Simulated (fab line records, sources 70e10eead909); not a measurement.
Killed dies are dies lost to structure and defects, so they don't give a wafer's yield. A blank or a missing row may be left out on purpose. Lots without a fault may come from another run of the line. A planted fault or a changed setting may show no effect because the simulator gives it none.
Chamber matching | flow nand_harc | NHARC_A_BONDPAD_ETCH_34 on rie_diel-01: 4 sister chambers
The step etches the open film in N2/H2, target depth 60 nm, overetch 18 nm, time 65.91 s. 4 wafers are shown with their chamber, then 8 later ones without.

WAFERS WITH THEIR CHAMBER
wafer  | chamber | drypump_motor_current_A (A)
L084.4 | 0       | 5.0
L084.5 | 1       | 6.4
L084.6 | 3       | 5.4
L088.2 | 2       | 5.7

WAFERS WITHOUT THEIR CHAMBER
wafer  | drypump_motor_current_A (A)
L088.4 | 5.4
L088.6 | 5.0
L091.1 | 5.7
L091.4 | 5.4
L091.6 | 5.0
L092.3 | 5.7
L092.4 | 5.1
L092.6 | 5.7

WHICH CHAMBER EACH WENT THROUGH
wafer  | from the rows above | in truth
L088.4 | 3                   | 3
L088.6 | 0                   | 0
L091.1 | 2                   | 2
L091.4 | 3                   | 3
L091.6 | 0                   | 0
L092.3 | 2                   | 2
L092.4 | 0                   | 0
L092.6 | 2                   | 2
Placed correctly: 8 of 8. Can't be placed from these rows: 0. Placed wrongly: 0.
How it was worked out, from the rows above alone: a wafer's distance from a chamber is the root of the sum, over the readings, of the square of ((its reading less the chamber's mean) divided by the reading's scatter). The wafer belongs to the nearest chamber; if the next one is less than 2 further off, it can't be placed. A chamber's mean is the mean of its shown wafers. The scatter: with one shown wafer a chamber, the root of the mean of the squares of how far each hidden wafer lies from its nearest shown one.
